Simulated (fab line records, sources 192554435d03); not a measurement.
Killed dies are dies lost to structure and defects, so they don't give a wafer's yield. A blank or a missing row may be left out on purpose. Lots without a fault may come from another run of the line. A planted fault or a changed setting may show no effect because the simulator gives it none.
Chamber matching | flow n5_finfet | N5_BEOL_M14_STRIP_37 on rie_diel-02: 4 sister chambers
The step strips in O2. 24 wafers are shown with their chamber, then 12 later ones without.

WAFERS WITH THEIR CHAMBER
wafer  | chamber | showerhead_plenum_p_Torr (Torr) | drypump_motor_current_A (A) | throttle_valve_pct (%)
L074.2 | 3       | 2.23                            | 5.7                         | 16.72
L074.3 | 0       | 2.10                            | 5.3                         | 16.73
L074.4 | 2       | 2.08                            | 5.0                         | 16.83
L076.2 | 0       | 2.10                            | 5.3                         | 16.74
L076.5 | 2       | 2.08                            | 5.0                         | 16.84
L076.6 | 1       | 2.18                            | 5.6                         | 17.10
L080.1 | 3       | 2.23                            | 5.8                         | 16.74
L080.4 | 2       | 2.08                            | 5.0                         | 16.81
L080.5 | 0       | 2.10                            | 5.3                         | 16.75
L078.1 | 0       | 2.10                            | 5.3                         | 16.71
L078.3 | 1       | 2.18                            | 5.6                         | 17.12
L078.6 | 3       | 2.23                            | 5.8                         | 16.73
L081.2 | 0       | 2.09                            | 5.3                         | 16.75
L081.4 | 1       | 2.18                            | 5.5                         | 17.12
L081.6 | 3       | 2.23                            | 5.7                         | 16.78
L083.4 | 0       | 2.09                            | 5.4                         | 16.71
L083.5 | 1       | 2.18                            | 5.5                         | 17.12
L083.6 | 2       | 2.08                            | 5.0                         | 16.89
L085.2 | 1       | 2.17                            | 5.6                         | 17.13
L085.3 | 0       | 2.09                            | 5.3                         | 16.78
L085.6 | 3       | 2.22                            | 5.8                         | 16.76
L088.1 | 0       | 2.09                            | 5.3                         | 16.76
L088.2 | 2       | 2.07                            | 5.0                         | 16.84
L088.4 | 0       | 2.09                            | 5.3                         | 16.76

SIGNATURES (means of the wafers above)
reading                  | chamber 0 | chamber 1 | chamber 2 | chamber 3 | scatter within a chamber
showerhead_plenum_p_Torr | 2.0944    | 2.1780    | 2.0780    | 2.2280    | 0.00481
drypump_motor_current_A  | 5.311     | 5.560     | 5.000     | 5.760     | 0.0406
throttle_valve_pct       | 16.7433   | 17.1180   | 16.8420   | 16.7460   | 0.0231
Rule: a wafer's distance from a chamber is the root of the sum, over the readings, of the square of ((its reading less the chamber's mean) divided by the reading's scatter). The wafer belongs to the nearest chamber; if the next one is less than 2 further off, it can't be placed. The scatter: the root of (the sum of the squares of (reading less its chamber's mean) over the shown wafers, divided by (wafers less chambers)).

WAFERS WITHOUT THEIR CHAMBER
wafer  | showerhead_plenum_p_Torr (Torr) | drypump_motor_current_A (A) | throttle_valve_pct (%)
L090.1 | 2.07                            | 5.0                         | 16.89
L090.4 | 2.09                            | 5.3                         | 16.79
L090.6 | 2.22                            | 5.8                         | 16.79
L092.2 | 2.22                            | 5.7                         | 16.80
L092.4 | 2.22                            | 5.8                         | 16.79
L092.6 | 2.17                            | 5.6                         | 16.70
L093.1 | 2.08                            | 5.3                         | 16.80
L093.5 | 2.17                            | 5.5                         | 16.70
L093.6 | 2.08                            | 5.4                         | 16.77
L095.1 | 2.07                            | 5.0                         | 16.48
L095.2 | 2.21                            | 5.7                         | 16.78
L095.4 | 2.08                            | 5.3                         | 16.83

WHICH CHAMBER EACH WENT THROUGH
wafer  | from the rows above     | in truth
L090.1 | 2                       | 2
L090.4 | 0                       | 0
L090.6 | 3                       | 3
L092.2 | 3                       | 3
L092.4 | 3                       | 3
L092.6 | 3                       | 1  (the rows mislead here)
L093.1 | 0                       | 0
L093.5 | 3                       | 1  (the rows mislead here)
L093.6 | 0                       | 0
L095.1 | can't be placed: 0 or 2 | 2
L095.2 | 3                       | 3
L095.4 | 0                       | 0
Placed correctly: 9 of 12. Can't be placed from these rows: 1 (the true chamber is among the candidates in 1). Placed wrongly: 2.
